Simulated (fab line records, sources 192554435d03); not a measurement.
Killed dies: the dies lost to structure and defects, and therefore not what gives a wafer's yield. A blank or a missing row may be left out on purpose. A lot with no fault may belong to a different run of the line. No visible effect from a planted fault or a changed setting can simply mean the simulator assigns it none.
Chamber matching / flow n5-finfet / 4 sister chambers for N5_PMOS_HMC_CHANNEL_EPI_CMP_21 on cmp-03
The step polishes SiGe30, target thk 54 nm. 8 wafers are shown with their chamber, then 10 later ones without.

## WAFERS, EACH WITH ITS CHAMBER
wafer=L080.1; chamber=2; motor-current-A (A)=10.2
wafer=L083.4; chamber=2; motor-current-A (A)=10.8
wafer=L084.3; chamber=3; motor-current-A (A)=12.7
wafer=L084.4; chamber=1; motor-current-A (A)=13.7
wafer=L087.3; chamber=1; motor-current-A (A)=13.6
wafer=L087.5; chamber=0; motor-current-A (A)=12.8
wafer=L088.1; chamber=3; motor-current-A (A)=12.0
wafer=L088.3; chamber=0; motor-current-A (A)=13.5

## WAFERS WHOSE CHAMBER IS MISSING
wafer=L088.5; motor-current-A (A)=12.3
wafer=L091.1; motor-current-A (A)=10.2
wafer=L091.2; motor-current-A (A)=11.8
wafer=L091.6; motor-current-A (A)=11.6
wafer=L093.2; motor-current-A (A)=11.6
wafer=L093.4; motor-current-A (A)=10.2
wafer=L093.5; motor-current-A (A)=14.4
wafer=L097.1; motor-current-A (A)=15.0
wafer=L097.3; motor-current-A (A)=13.0
wafer=L097.5; motor-current-A (A)=12.3

## THE CHAMBER EACH PASSED THROUGH
wafer=L088.5; from the rows above=can't be placed: 3 or 0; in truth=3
wafer=L091.1; from the rows above=2; in truth=2
wafer=L091.2; from the rows above=can't be placed: 3 or 2 or 0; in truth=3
wafer=L091.6; from the rows above=can't be placed: 3 or 2 or 0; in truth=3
wafer=L093.2; from the rows above=can't be placed: 3 or 2 or 0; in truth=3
wafer=L093.4; from the rows above=2; in truth=2
wafer=L093.5; from the rows above=can't be placed: 1 or 0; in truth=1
wafer=L097.1; from the rows above=can't be placed: 1 or 0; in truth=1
wafer=L097.3; from the rows above=can't be placed: 0 or 1 or 3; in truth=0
wafer=L097.5; from the rows above=can't be placed: 3 or 0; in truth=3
2 of 10 placed correctly. These rows do not allow placing 8 (true chamber among the candidates in 8). Number placed wrongly: 0.
How it was worked out, from the rows above alone: a wafer's distance from a chamber is the root of the sum, over the readings, of the square of ((its reading less the chamber's mean) divided by the reading's scatter). If the next closest chamber is less than 2 further off than the closest, the wafer can't be placed; otherwise it belongs to the closest. Each chamber's mean is taken over the wafers shown for it. The scatter is the square root of a quotient: the sum, over the shown wafers, of each reading's squared deviation from its chamber's mean, divided by wafers minus chambers.
